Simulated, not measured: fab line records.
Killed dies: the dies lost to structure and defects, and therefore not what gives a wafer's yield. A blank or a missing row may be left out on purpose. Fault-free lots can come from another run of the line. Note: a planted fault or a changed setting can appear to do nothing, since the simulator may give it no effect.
Check for tools in common    flow nand_harc    30 wafers sampled across 10 lots

== WHY THIS WAS OPENED ==
Flagged at NHARC_THIN_TSV_CD_MEAS_12: reading cd_nm, on 2 of 10 lots. No-fault wafers: 999.7 nm, standard deviation 1.6.
Rule: a lot is flagged when every wafer of it that has a number lies more than 4 standard deviations from that mean, or none has a number. The rest of the lots are taken to be sound.

lot   measured      on         cd_nm (nm), wafer by wafer  flag
L829  day 19 15:40  cd_sem-03  997.9 1000.6 999.4          
L828  day 19 18:08  cd_sem-01  1000.5 999.7 999.8          
L832  day 19 19:43  cd_sem-02  999.1 998.8 999.7           
L833  day 20 00:16  cd_sem-01  998.2 998.5 998.3           
L836  day 20 21:00  cd_sem-03  1001.6 1000.5 1001.5        
L840  day 21 15:55  cd_sem-01  1001.5 1000.6 1002.6        
L843  day 22 21:11  cd_sem-01  1000.8 1002.6 1002.0        
L848  day 23 04:34  cd_sem-03  1011.7 1011.1 1010.5        FLAGGED
L850  day 24 00:58  cd_sem-03  999.2 1000.4 1000.5         
L849  day 24 10:57  cd_sem-01  1009.1 1009.7 1009.4        FLAGGED
Average over the flagged lots: 1010.2 nm; offset from the usual +10.5 nm, equal to +7 standard deviations.

== LOT BY LOT: THE TOOL USED ==
3 process steps preceding the reading are held in the record, out of 1159 steps in the route. Each cell gives the tool, then ch followed by the chambers the sampled wafers passed through, then the start.
lot   flag     NHARC_A_BLC_ALD_23                   NHARC_A_M0_ETCH_34                  NHARC_THIN_TSV_EXPOSE_09
L829           ald_metal-04 ch 0,1,3, day 17 11:15  rie_diel-09 ch 1,2,3, day 17 16:19  krf_scanner-03 ch 0, day 19 15:31
L828           ald_metal-04 ch 0,1,2, day 17 13:32  rie_diel-09 ch 0,1,2, day 17 17:58  krf_scanner-04 ch 0, day 19 17:59
L832           ald_metal-04 ch 0,1,2, day 17 18:36  rie_diel-09 ch 1,2,3, day 17 21:14  krf_scanner-04 ch 0, day 19 19:34
L833           ald_metal-02 ch 1,3, day 18 11:29    rie_diel-05 ch 1,2, day 18 15:41    krf_scanner-03 ch 0, day 20 00:07
L836           ald_metal-03 ch 0,2,3, day 19 13:12  rie_diel-09 ch 1,2,3, day 19 15:29  krf_scanner-03 ch 0, day 20 20:51
L840           ald_metal-03 ch 2,3, day 20 08:14    rie_diel-05 ch 1,2, day 20 14:44    krf_scanner-01 ch 0, day 21 15:46
L843           ald_metal-04 ch 1,2,3, day 21 14:38  rie_diel-05 ch 1,2,3, day 21 17:12  krf_scanner-01 ch 0, day 22 21:02
L848  FLAGGED  ald_metal-02 ch 1,3, day 21 22:28    rie_diel-09 ch 2,3, day 22 01:35    krf_scanner-03 ch 0, day 23 04:25
L850           ald_metal-02 ch 0,1,2, day 22 16:09  rie_diel-09 ch 0,1,3, day 22 22:56  krf_scanner-01 ch 0, day 24 00:49
L849  FLAGGED  ald_metal-04 ch 0,2,3, day 23 00:28  rie_diel-05 ch 0,3, day 23 10:11    krf_scanner-03 ch 0, day 24 10:48
What the steps here do:
- NHARC_A_BLC_ALD_23: deposits TiN, target thk 3 nm, pulse time 1 s, ald cycles 150.
- NHARC_A_M0_ETCH_34: etches the open film in N2/H2, target depth 40 nm, overetch 12 nm, time 43.94 s.
- NHARC_THIN_TSV_EXPOSE_09: exposes mask TSV.
- NHARC_THIN_TSV_CD_MEAS_12: target cd 1000 nm.

== FLAGGED OVER TOTAL, TOOL BY TOOL (the gauges that took the reading come last) ==
step                       tool            lots run  flagged  share of the flagged lots  sound lots run after its first flagged lot
NHARC_A_BLC_ALD_23         ald_metal-02    3         1        some                       1 (L850)
NHARC_A_BLC_ALD_23         ald_metal-03    2         0        none                       -
NHARC_A_BLC_ALD_23         ald_metal-04    5         1        some                       0
NHARC_A_M0_ETCH_34         rie_diel-05     4         1        some                       0
NHARC_A_M0_ETCH_34         rie_diel-09     6         1        some                       1 (L850)
NHARC_THIN_TSV_EXPOSE_09   krf_scanner-01  3         0        none                       -
NHARC_THIN_TSV_EXPOSE_09   krf_scanner-03  5         2        all                        0
NHARC_THIN_TSV_EXPOSE_09   krf_scanner-04  2         0        none                       -
NHARC_THIN_TSV_CD_MEAS_12  cd_sem-01       5         1        some                       0
NHARC_THIN_TSV_CD_MEAS_12  cd_sem-02       1         0        none                       -
NHARC_THIN_TSV_CD_MEAS_12  cd_sem-03       4         1        some                       1 (L850)

== WHAT IS ALLOWED BY THE TABLE ==
All flagged lots share 1 row of the table, namely krf_scanner-03 at NHARC_THIN_TSV_EXPOSE_09.
- krf_scanner-03 at NHARC_THIN_TSV_EXPOSE_09 ran 5 lots, 2 of them flagged. Last sound lot L836 at day 20 20:51, first flagged lot L848 at day 23 04:25; a fault beginning in between fits. Its own readings (exposure_dose_mJ_cm2) fall more than 4 standard deviations out on all wafers of the flagged lots.
Just one tool remains: krf_scanner-03 at NHARC_THIN_TSV_EXPOSE_09.

== WHAT WAS PUT IN BY THE SIMULATOR ==
Process parameters drifting: krf_scanner-03 at NHARC_THIN_TSV_EXPOSE_09, beginning at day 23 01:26. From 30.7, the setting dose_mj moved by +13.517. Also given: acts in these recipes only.
Struck lots among those shown: L848, L849. Same finding as the rule above.
